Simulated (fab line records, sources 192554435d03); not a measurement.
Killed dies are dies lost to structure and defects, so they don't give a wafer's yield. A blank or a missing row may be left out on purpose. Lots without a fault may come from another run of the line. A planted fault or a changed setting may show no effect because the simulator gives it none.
fab line records | flow n5_finfet
record lots=7 wafers=21
route steps=1938 shown MIM_BOT_ETCH@1868 PASSIVATION@1915
start_h: hours from the record's first day to the start of the lot's first wafer shown | wait_h: hours since the lot's step before | " the same as in the row above | L1.1+2: a row that stands for several wafers | - no value, or no start given | * or withheld: withheld | < > ~ a bound
route shown NAME@n: a module of which the file shows steps, and the number in the route of the first | usual: mean/standard deviation of fault-free wafers | same: alike in all rows | chamber/n: place in a boat | sites: the reading at each site | _std_site: their standard deviation | _edge_site: outer sites' mean less inner sites' | radius_mm: how far each site lies from the wafer's centre | mask NAME#n: copy n | behind: the tool/chamber that last shaped the wafer | hold: why the lot was held/for how many hours/how that ended | device: the transistor (n, p or np) that didn't switch | end of line: the same wafers' tests at the end of the route | a step without rows: its recipe alone | killed: dies lost to structure and defects at the first sort, not the wafer's yield | map: a wafer's dies, x killed, . not, _ none there
set.NAME: the setting as run; set.NAME@STEP: as run at that earlier step | model.NAME: the simulator's own value behind a step, which no gauge read
lots whose settings were changed on purpose; a table a step, a row a wafer
## steps
# step N5_MIM_BOT_ETCH_ETCH_00
# recipe chemistry=Cl2/BCl3 target=TiN target_depth_a=455 ion_energy_ev=150 pressure_mtorr=10 icp_w=1000 bias_w=126 Cl2_flow_sccm=53.25 bcl3_flow_sccm=21.75 Ar_flow_sccm=25
# columns lot.wafer tool chamber start_h wait_h set.icp_w model.etch.depth_nm
L076.1 rie_metal-03 0 306.69 0.1 1101 51.48
L076.2 " 1 " " 1000 45.82
L076.5 " 1 " " 1000 46.07
L080.3 rie_metal-01 1 319.22 0.1 1115 51.16
L080.5 " 0 " " 1000 46.09
L080.6 " 1 " " 1000 46.53
L088.2 rie_metal-03 0 352.18 0.1 1000 46.54
L088.5 " 0 " " 827.2 39.55
L088.6 " 1 " " 1000 44.66
L089.2 rie_metal-02 1 374.25 0.1 1000 46.6
L089.5 " 0 " " 1000 45.42
L089.6 " 1 " " 1000 46.34
L092.1 rie_metal-03 1 377.07 0.1 1050 47.56
L092.3 " 1 " " 1050 47.61
L092.4 " 0 " " 1000 46.39
L095.1 rie_metal-03 0 409.09 0.1 1000 46.57
L095.4 " 1 " " 1000 45.18
L095.6 " 1 " " 1000 44.94
L097.2 rie_metal-01 0 427.55 0.1 1000 46.28
L097.3 " 1 " " 864.5 40.07
L097.6 " 0 " " 864.5 40.42
# step N5_PASSIVATION_PECVD_53
# recipe material=SiO2 target_thk_a=8000 temp_c=400 precursor=TEOS/O2 pressure_torr=6.5 rf_w=withheld teos_flow_sccm=withheld gas=O2 flow_sccm=2650 time_s=169.4
# columns lot.wafer tool chamber start_h wait_h set.temp_c model.SiO2_of_PASSIVATION_PECVD_53.thk_nm
L076.1 pecvd-02 2 312.38 0.0 386.5 845.2
L076.2 " 1 " " 400 792.4
L076.5 " 1 " " 386.5 877.4
L080.3 pecvd-04 2 324.21 0.0 400 808.4
L080.5 " 0 " " 412.1 751.4
L080.6 " 2 " " 400 825.2
L088.2 pecvd-02 2 356.56 0.0 388 849.8
L088.5 " 2 " " 400 801.8
L088.6 " 1 " " 388 867.6
L089.2 pecvd-02 2 379.42 0.0 400 782.8
L089.5 " 1 " " 400 799
L089.6 " 0 " " 400 804.8
L092.1 pecvd-01 0 384.02 0.0 400 791.8
L092.3 " 2 " " 400 808.6
L092.4 " 0 " " 400 811.2
L095.1 pecvd-04 2 413.73 0.0 400 800.4
L095.4 " 2 " " 400 820.4
L095.6 " 1 " " 400 813
L097.2 pecvd-02 1 434.30 0.0 394.5 823.2
L097.3 " 2 " " 400 779.2
L097.6 " 1 " " 394.5 828
# step N5_PASSIVATION_PECVD_35
# recipe material=SiNx target_thk_a=7000 temp_c=400 precursor=SiH4/NH3/N2 pressure_torr=4.9 rf_w=1406 time_s=151.3
# columns lot.wafer tool chamber start_h wait_h set.time_s model.SiNx_of_PASSIVATION_PECVD_35.thk_nm
L076.1 pecvd-02 2 312.49 0.1 138 627.6
L076.2 " 1 " " 138 628.8
L076.5 " 1 " " 151.3 698.2
L080.3 pecvd-04 2 324.32 0.1 170.1 783.6
L080.5 " 0 " " 170.1 780.6
L080.6 " 2 " " 151.3 703.2
L088.2 pecvd-02 2 356.67 0.1 165.1 751.2
L088.5 " 2 " " 151.3 703.2
L088.6 " 1 " " 151.3 698
L089.2 pecvd-02 2 379.53 0.1 151.3 700.6
L089.5 " 1 " " 151.3 706
L089.6 " 0 " " 151.3 706.2
L092.1 pecvd-01 0 384.18 0.1 161.4 738.6
L092.3 " 2 " " 161.4 748.4
L092.4 " 0 " " 151.3 710
L095.1 pecvd-04 2 413.84 0.1 151.3 692.2
L095.4 " 2 " " 171.9 796
L095.6 " 1 " " 151.3 728
L097.2 pecvd-02 1 434.41 0.1 151.3 690.6
L097.3 " 2 " " 151.3 693.6
L097.6 " 1 " " 151.3 706.2
# step N5_PASSIVATION_HMDS_37
# recipe time_s=60 temp_c=120
# step N5_PASSIVATION_COAT_38
# recipe spin_rpm=3000 resist_thk_nm=withheld
# step N5_PASSIVATION_SRD_72
# recipe dry=ipa_marangoni time_s=30 temp_c=23 rinse_liquid=diw
# step N5_PASSIVATION_ANNEAL_56
# recipe temp_c=400 time_s=1800 ambient=FGA idle_temp_c=300 ramp_up_c_per_min=5 ramp_down_c_per_min=3
# step N5_PASSIVATION_PROBE_49
# usual defect_limited_yield=91.1/1.5 killed_at_M0_to_M3=33/9.9 killed_at_M4_up=14/5.2 killed_at_contacts=12/6.7 killed_at_front_end=43/13 killed_at_other=3.4/2.7 killed_dies=105/17 killed_open=69/13 killed_short=33/7.5 sort_bin_5_function=5.2/0.91 sort_bin_6_memory=3.3/0.71 sort_bin_8_speed=0.00/0.032 sort_n_pass=1075/17 sort_yield_pct=91.1/1.5
# same gross_dies=1180 killed_at_back_side=0 sort_bin_4_leakage[%]=0
# columns lot.wafer tool chamber start_h wait_h set.time_s@PASSIVATION_PECVD_35 defect_limited_yield[%] killed_at_M0_to_M3 killed_at_M4_up killed_at_contacts killed_at_front_end killed_at_other killed_dies killed_open killed_short sort_bin_5_function[%] sort_bin_6_memory[%] sort_bin_8_speed[%] sort_n_pass sort_yield_pct[%]
L076.1 prober-02 - 316.21 0.0 138 53.6 30 10 10 42 455 547 68 30 42.5 3.1 0 633 53.6
L076.2 prober-02 - 316.26 0.1 138 91.0 47 17 4 33 5 106 72 34 5.3 3.6 0 1074 91.0
L076.5 prober-02 - 316.41 0.2 151.3 50.6 48 88 2 41 404 583 68 36 43.6 5.4 0 597 50.6
L080.3 prober-01 - 328.89 0.1 170.1 13.1 12 8 20 46 940 1026 55 33 83.6 3.2 0 154 13.1
L080.5 prober-01 - 328.99 0.2 170.1 9.4 30 285 18 47 689 1069 70 38 77.6 10.8 0 111 9.4
L080.6 prober-01 - 329.04 0.3 151.3 70.9 26 244 15 56 2 343 51 54 16.6 10.8 0 837 70.9
L088.2 prober-02 - 360.28 0.1 165.1 39.7 45 228 20 28 391 712 70 32 48.1 10.7 0.08 468 39.7
L088.5 prober-02 - 360.43 0.2 151.3 91.9 32 19 10 28 6 95 58 33 5.3 2.4 0 1085 91.9
L088.6 prober-02 - 360.48 0.3 151.3 68.2 29 10 21 28 287 375 57 32 29.3 2.5 0.17 803 68.1
L089.2 prober-01 - 384.05 0.8 151.3 93.4 28 10 9 30 1 78 52 25 3.8 2.5 0 1102 93.4
L089.5 prober-01 - 384.20 1.0 151.3 91.4 38 6 5 53 0 102 80 22 5.8 2.7 0 1078 91.4
L089.6 prober-01 - 384.25 1.0 151.3 92.9 15 12 1 55 1 84 45 38 4.4 2.5 0 1096 92.9
L092.1 prober-02 - 388.19 0.0 161.4 81.4 29 7 3 38 143 220 54 28 15.7 2.8 0 960 81.4
L092.3 prober-02 - 388.29 0.1 161.4 78.9 22 10 28 32 157 249 72 22 17.7 3.3 0 931 78.9
L092.4 prober-02 - 388.34 0.2 151.3 88.3 69 16 14 34 5 138 63 33 6.4 4.7 0 1042 88.3
L095.1 prober-02 - 417.53 0.0 151.3 92.4 37 10 12 25 6 90 58 29 4.3 2.6 0 1090 92.4
L095.4 prober-02 - 417.68 0.2 171.9 3.7 28 296 6 31 775 1136 57 28 83.1 10.8 0 44 3.7
L095.6 prober-02 - 417.78 0.3 151.3 94.0 35 15 4 15 2 71 45 26 3.5 2.2 0 1109 94.0
L097.2 prober-01 - 438.40 0.1 151.3 80.8 35 115 17 58 2 227 81 41 10.8 6.9 0 953 80.8
L097.3 prober-01 - 438.45 0.1 151.3 81.6 58 101 12 42 4 217 74 49 10.3 7.5 0 963 81.6
L097.6 prober-01 - 438.60 0.3 151.3 84.7 33 93 11 42 2 181 64 32 9.1 5.3 0 999 84.7
# killed by level:class
L076.1 PASSIVATION:area_pecvd=445 BEOL_M2:geometric_particle:open=12 MOL_CONTACT_COAG:geometric_particle:open=8 STI_FIN_REVEAL:geometric_particle:open=7 FIN_SAQP:geometric_particle:short=6 DUMMY_GATE:geometric_particle:open=5 GATE_CUT:geometric_particle:short=5 BEOL_M3:geometric_particle:open=5
L076.2 BEOL_M0:geometric_particle:open=15 BEOL_M2:geometric_particle:open=11 STI_FIN_REVEAL:geometric_particle:open=8 BEOL_M0_SAQP:geometric_particle:short=7 GATE_CUT:geometric_particle:open=6 BEOL_M4:geometric_particle:open=6 GATE_CUT:geometric_particle:short=5 BEOL_M0_SAQP:geometric_particle:open=4
L076.5 PASSIVATION:area_pecvd=402 BEOL_M4:area_expose=77 STI_FIN_REVEAL:geometric_particle:open=16 BEOL_M2:geometric_particle:open=11 BEOL_M0_SAQP:geometric_particle:open=10 BEOL_M1:geometric_particle:open=8 FIN_SAQP:geometric_particle:short=7 BEOL_M0_SAQP:geometric_particle:short=5
L080.3 PASSIVATION:area_pecvd=938 MOL_CONTACT_COAG:geometric_particle:open=14 FIN_SAQP:geometric_particle:short=13 FIN_SAQP:geometric_particle:open=9 DUMMY_GATE:geometric_particle:open=6 MOL_CONTACT_COAG:geometric_particle:short=6 BEOL_M4:geometric_particle:open=5 STI_FIN_REVEAL:geometric_particle:short=4
L080.5 PASSIVATION:area_pecvd=689 BEOL_M4:area_expose=271 MOL_CONTACT_COAG:geometric_particle:open=14 BEOL_M3:geometric_particle:open=11 STI_FIN_REVEAL:geometric_particle:open=10 FIN_SAQP:geometric_particle:open=8 FIN_SAQP:geometric_particle:short=8 BEOL_M4:geometric_particle:open=8
L080.6 BEOL_M4:area_expose=237 FIN_SAQP:geometric_particle:short=16 BEOL_M0_SAQP:geometric_particle:short=16 STI_FIN_REVEAL:geometric_particle:open=11 MOL_CONTACT_COAG:geometric_particle:open=11 FIN_SAQP:geometric_particle:open=6 DUMMY_GATE:geometric_particle:open=5 ILD0:geometric_particle:short=4
L088.2 PASSIVATION:area_pecvd=389 BEOL_M4:area_expose=215 BEOL_M2:geometric_particle:open=22 MOL_CONTACT_COAG:geometric_particle:open=19 FIN_SAQP:geometric_particle:short=9 BEOL_M3:geometric_particle:open=6 BEOL_M4:geometric_particle:short=5 STI_FIN_REVEAL:geometric_particle:open=4
L088.5 BEOL_M2:geometric_particle:open=11 FIN_SAQP:geometric_particle:short=8 BEOL_M1:geometric_particle:open=8 BEOL_M4:geometric_particle:open=8 FIN_SAQP:geometric_particle:open=7 MOL_CONTACT_COAG:geometric_particle:open=6 MIM_TOP_ETCH:geometric_particle:short=5 MOL_CONTACT_COAG:geometric_particle:short=4
L088.6 PASSIVATION:area_pecvd=286 MOL_CONTACT_COAG:geometric_particle:open=19 FIN_SAQP:geometric_particle:short=8 BEOL_M0_SAQP:geometric_particle:short=6 FIN_SAQP:geometric_particle:open=5 BEOL_M1:geometric_particle:open=5 STI_FIN_REVEAL:geometric_particle:open=4 BEOL_M0_SAQP:geometric_particle:open=4
L089.2 BEOL_M2:geometric_particle:open=18 MOL_CONTACT_COAG:geometric_particle:open=6 GATE_CUT:geometric_particle:short=5 FIN_SAQP:geometric_particle:open=4 FIN_SAQP:geometric_particle:short=4 GATE_CUT:geometric_particle:open=4 STARTING-WAFER:geometric_particle:open=4 BEOL_M2:geometric_particle:short=4
L089.5 STI_FIN_REVEAL:geometric_particle:open=22 BEOL_M2:geometric_particle:open=16 FIN_SAQP:geometric_particle:open=13 BEOL_M3:geometric_particle:open=7 FIN_SAQP:geometric_particle:short=5 MOL_CONTACT_COAG:geometric_particle:open=5 STI_FIN_REVEAL:geometric_particle:short=4 BEOL_M0_SAQP:geometric_particle:open=4
L089.6 FIN_SAQP:geometric_particle:short=15 STI_FIN_REVEAL:geometric_particle:open=8 GATE_CUT:geometric_particle:short=8 FIN_SAQP:geometric_particle:open=6 STARTING-WAFER:geometric_particle:short=5 BEOL_M2:geometric_particle:open=5 DUMMY_GATE:geometric_particle:open=4 BEOL_M1:geometric_particle:open=4
L092.1 PASSIVATION:area_pecvd=138 STI_FIN_REVEAL:geometric_particle:open=8 BEOL_M2:geometric_particle:open=8 FIN_SAQP:geometric_particle:short=7 STARTING-WAFER:geometric_particle:open=7 BEOL_M1:geometric_particle:open=6 BEOL_M3:geometric_particle:open=5 FIN_SAQP:geometric_particle:open=4
L092.3 PASSIVATION:area_pecvd=153 MOL_CONTACT_COAG:geometric_particle:open=26 STI_FIN_REVEAL:geometric_particle:open=11 BEOL_M3:geometric_particle:open=11 BEOL_M4:geometric_particle:open=5 FIN_SAQP:geometric_particle:open=4 FIN_SAQP:geometric_particle:short=4 GATE_CUT:geometric_particle:short=4
L092.4 BEOL_M0_SAQP:area_expose=38 MOL_CONTACT_COAG:geometric_particle:open=11 BEOL_M2:geometric_particle:open=11 STI_FIN_REVEAL:geometric_particle:open=9 FIN_SAQP:geometric_particle:short=6 BEOL_M3:geometric_particle:open=6 BEOL_M4:geometric_particle:open=5 FIN_SAQP:geometric_particle:open=4
L095.1 MOL_CONTACT_COAG:geometric_particle:open=10 BEOL_M1:geometric_particle:open=9 BEOL_M2:geometric_particle:open=8 BEOL_M0_SAQP:geometric_particle:short=6 FIN_SAQP:geometric_particle:open=4 BEOL_M0_SAQP:geometric_particle:open=4 STI_FIN_REVEAL:geometric_particle:open=3 DUMMY_GATE:geometric_particle:open=3
L095.4 PASSIVATION:area_pecvd=767 BEOL_M4:area_expose=278 STI_FIN_REVEAL:geometric_particle:open=8 BEOL_M4:geometric_particle:open=7 BEOL_M2:geometric_particle:open=6 HKMG_FIN:area_etch=6 BEOL_M0_SAQP:geometric_particle:open=5 BEOL_M0_SAQP:geometric_particle:short=4
L095.6 BEOL_M0_SAQP:geometric_particle:short=12 BEOL_M0_SAQP:geometric_particle:open=10 BEOL_M4:geometric_particle:open=6 DUMMY_GATE:geometric_particle:open=4 MOL_CONTACT_COAG:geometric_particle:open=4 BEOL_M6:geometric_particle:open=4 FIN_SAQP:geometric_particle:open=3 BEOL_M0:geometric_particle:open=3
L097.2 BEOL_M4:area_expose=95 MOL_CONTACT_COAG:geometric_particle:open=14 BEOL_M0_SAQP:geometric_particle:open=10 FIN_SAQP:geometric_particle:open=9 FIN_SAQP:geometric_particle:short=9 HKMG_FIN:area_etch=9 STI_FIN_REVEAL:geometric_particle:open=8 BEOL_M4:geometric_particle:open=7
L097.3 BEOL_M4:area_expose=90 MOL_CONTACT_COAG:geometric_particle:open=11 BEOL_M0_SAQP:geometric_particle:short=11 BEOL_M1:geometric_particle:short=9 FIN_SAQP:geometric_particle:open=8 BEOL_M0_SAQP:geometric_particle:open=8 BEOL_M3:geometric_particle:open=8 GATE_CUT:geometric_particle:short=6
L097.6 BEOL_M4:area_expose=82 STI_FIN_REVEAL:geometric_particle:open=12 MOL_CONTACT_COAG:geometric_particle:open=8 BEOL_M0_SAQP:geometric_particle:short=8 BEOL_M3:geometric_particle:open=7 BEOL_M2:geometric_particle:open=6 FIN_SAQP:geometric_particle:open=4 BEOL_M4:geometric_particle:open=4
## key
split step=N5_MIM_BOT_ETCH_ETCH_00 setting=icp_w stated=1000 by=wafer
response step=N5_MIM_BOT_ETCH_ETCH_00 reading=model.etch.depth_nm change=+0.41 per=1% r=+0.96
split step=N5_PASSIVATION_PECVD_53 setting=temp_c stated=400 by=wafer
response step=N5_PASSIVATION_PECVD_53 reading=model.SiO2_of_PASSIVATION_PECVD_53.thk_nm change=-21.2 per=1% r=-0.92
split step=N5_PASSIVATION_PECVD_35 setting=time_s stated=151.3 by=wafer
response step=N5_PASSIVATION_PECVD_35 reading=model.SiNx_of_PASSIVATION_PECVD_35.thk_nm change=+6.33 per=1% r=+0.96
response step=N5_PASSIVATION_PROBE_49 reading=defect_limited_yield change=-4.72 per=1% r=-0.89
response step=N5_PASSIVATION_PROBE_49 reading=sort_n_pass change=-55.7 per=1% r=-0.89
response step=N5_PASSIVATION_PROBE_49 reading=sort_yield_pct change=-4.72 per=1% r=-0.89
